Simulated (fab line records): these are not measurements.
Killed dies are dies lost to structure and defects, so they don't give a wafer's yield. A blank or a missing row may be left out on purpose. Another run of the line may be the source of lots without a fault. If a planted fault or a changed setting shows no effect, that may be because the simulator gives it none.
Matching of chambers | flow nandHarc | NHARC_A_CHANNEL_FILL_D1_ALD_02 on aldHk-04 has 4 sister chambers
The step deposits SiO2, target thk 6 nm, pulse time 10 s, ald cycles 60. 16 wafers are shown with their chamber, then 8 later ones without.

WAFERS WITH THEIR CHAMBER
wafer  | chamber | heaterPowerW (W) | precursorPulseHeightRel
L074.2 | 2       | 473              | 1.011
L074.3 | 0       | 484              | 0.981
L074.6 | 0       | 477              | 0.987
L077.2 | 1       | 451              | 1.008
L077.4 | 2       | 471              | 0.993
L077.5 | 0       | 467              | 1.024
L083.3 | 1       | 433              | 0.992
L083.5 | 0       | 463              | 1.016
L083.6 | 3       | 411              | 1.014
L085.2 | 3       | 419              | 1.010
L085.4 | 0       | 463              | 1.010
L085.5 | 1       | 435              | 0.992
L090.1 | 3       | 414              | 1.010
L090.2 | 2       | 469              | 1.002
L090.5 | 1       | 432              | 0.998
L091.2 | 3       | 417              | 1.002

SIGNATURES (means of the wafers above)
reading                 | chamber 0 | chamber 1 | chamber 2 | chamber 3 | scatter within a chamber
heaterPowerW            | 470.80    | 437.75    | 471.00    | 415.25    | 7.26
precursorPulseHeightRel | 1.00360   | 0.99750   | 1.00200   | 1.00900   | 0.0123
Rule: a wafer lies at a distance from a chamber equal to the root of the sum of squares, over the readings, of (its reading less the chamber's mean, divided by the reading's scatter). The wafer belongs to the nearest chamber; if the next one is less than 2 further off, it can't be placed. How the scatter is found: for the shown wafers, subtract from each reading the mean of its chamber, square and add these, divide the total by (wafers less chambers), then take the root.

WAFERS WITHOUT THEIR CHAMBER
wafer  | heaterPowerW (W) | precursorPulseHeightRel
L091.4 | 463              | 1.017
L091.5 | 448              | 0.997
L095.1 | 479              | 0.988
L095.3 | 421              | 1.003
L095.4 | 463              | 0.979
L097.1 | 473              | 1.000
L097.3 | 436              | 0.991
L097.4 | 425              | 0.994

WHICH CHAMBER EACH ONE RAN IN
wafer  | from the rows above          | in truth
L091.4 | can't be placed: 0 or 2      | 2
L091.5 | can't be placed: 1 or 0 or 2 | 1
L095.1 | can't be placed: 2 or 0      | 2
L095.3 | can't be placed: 3 or 1      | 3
L095.4 | can't be placed: 2 or 0 or 1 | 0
L097.1 | can't be placed: 2 or 0      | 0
L097.3 | 1                            | 1
L097.4 | can't be placed: 1 or 3      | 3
Placed correctly: 1 of 8. Not placeable from these rows: 7 (in 7, the candidates include the true chamber). Placed wrongly: 0.
